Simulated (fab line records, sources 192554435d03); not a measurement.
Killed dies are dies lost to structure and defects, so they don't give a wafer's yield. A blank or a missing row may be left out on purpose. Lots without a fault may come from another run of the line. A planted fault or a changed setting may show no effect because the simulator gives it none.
Chamber matching | flow n5_finfet | N5_BEOL_M0_SAQP_HM_DEP_111 on pecvd-03: 3 sister chambers
The step deposits SiO2 from SiH4/N2O, target thk 12 nm, time 7.2 s. 24 wafers are shown with their chamber, then 12 later ones without.

WAFERS WITH THEIR CHAMBER
wafer  | chamber | showerhead_plenum_p_Torr (Torr) | heater_power_w (W)
L074.4 | 2       | 8.09                            | 814
L074.5 | 0       | 8.20                            | 777
L074.6 | 1       | 8.24                            | 655
L078.2 | 1       | 8.25                            | 710
L078.5 | 2       | 8.07                            | 830
L078.6 | 0       | 8.19                            | 667
L081.2 | 0       | 8.19                            | 824
L081.4 | 2       | 8.10                            | 862
L081.5 | 1       | 8.25                            | 644
L082.1 | 0       | 8.20                            | 727
L082.2 | 2       | 8.09                            | 724
L082.6 | 2       | 8.07                            | 714
L082.3 | 2       | 8.08                            | 713
L082.4 | 0       | 8.20                            | 732
L082.5 | 0       | 8.20                            | 733
L088.1 | 1       | 8.26                            | 642
L088.2 | 0       | 8.17                            | 776
L088.5 | 1       | 8.24                            | 644
L089.1 | 1       | 8.25                            | 619
L089.2 | 2       | 8.09                            | 754
L089.5 | 0       | 8.20                            | 654
L090.1 | 0       | 8.18                            | 726
L090.4 | 1       | 8.21                            | 688
L090.5 | 2       | 8.10                            | 796

SIGNATURES (means of the wafers above)
reading                  | chamber 0 | chamber 1 | chamber 2 | scatter within a chamber
showerhead_plenum_p_Torr | 8.1922    | 8.2429    | 8.0862    | 0.0129
heater_power_w           | 735.11    | 657.43    | 775.88    | 49.6
Rule: a wafer's distance from a chamber is the root of the sum, over the readings, of the square of ((its reading less the chamber's mean) divided by the reading's scatter). The wafer belongs to the nearest chamber; if the next one is less than 2 further off, it can't be placed. The scatter: the root of (the sum of the squares of (reading less its chamber's mean) over the shown wafers, divided by (wafers less chambers)).

WAFERS WITHOUT THEIR CHAMBER
wafer  | showerhead_plenum_p_Torr (Torr) | heater_power_w (W)
L093.3 | 8.20                            | 781
L093.5 | 8.19                            | 785
L093.6 | 8.24                            | 695
L094.1 | 8.20                            | 694
L094.2 | 8.09                            | 811
L094.4 | 8.20                            | 686
L095.2 | 8.23                            | 650
L095.5 | 8.09                            | 835
L095.6 | 8.25                            | 653
L096.1 | 8.08                            | 805
L096.2 | 8.23                            | 752
L096.3 | 8.19                            | 776

WHICH CHAMBER EACH WENT THROUGH
wafer  | from the rows above     | in truth
L093.3 | 0                       | 0
L093.5 | 0                       | 0
L093.6 | 1                       | 1
L094.1 | 0                       | 0
L094.2 | 2                       | 2
L094.4 | 0                       | 0
L095.2 | 1                       | 1
L095.5 | 2                       | 2
L095.6 | 1                       | 1
L096.1 | 2                       | 2
L096.2 | can't be placed: 1 or 0 | 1
L096.3 | 0                       | 0
Placed correctly: 11 of 12. Can't be placed from these rows: 1 (the true chamber is among the candidates in 1). Placed wrongly: 0.
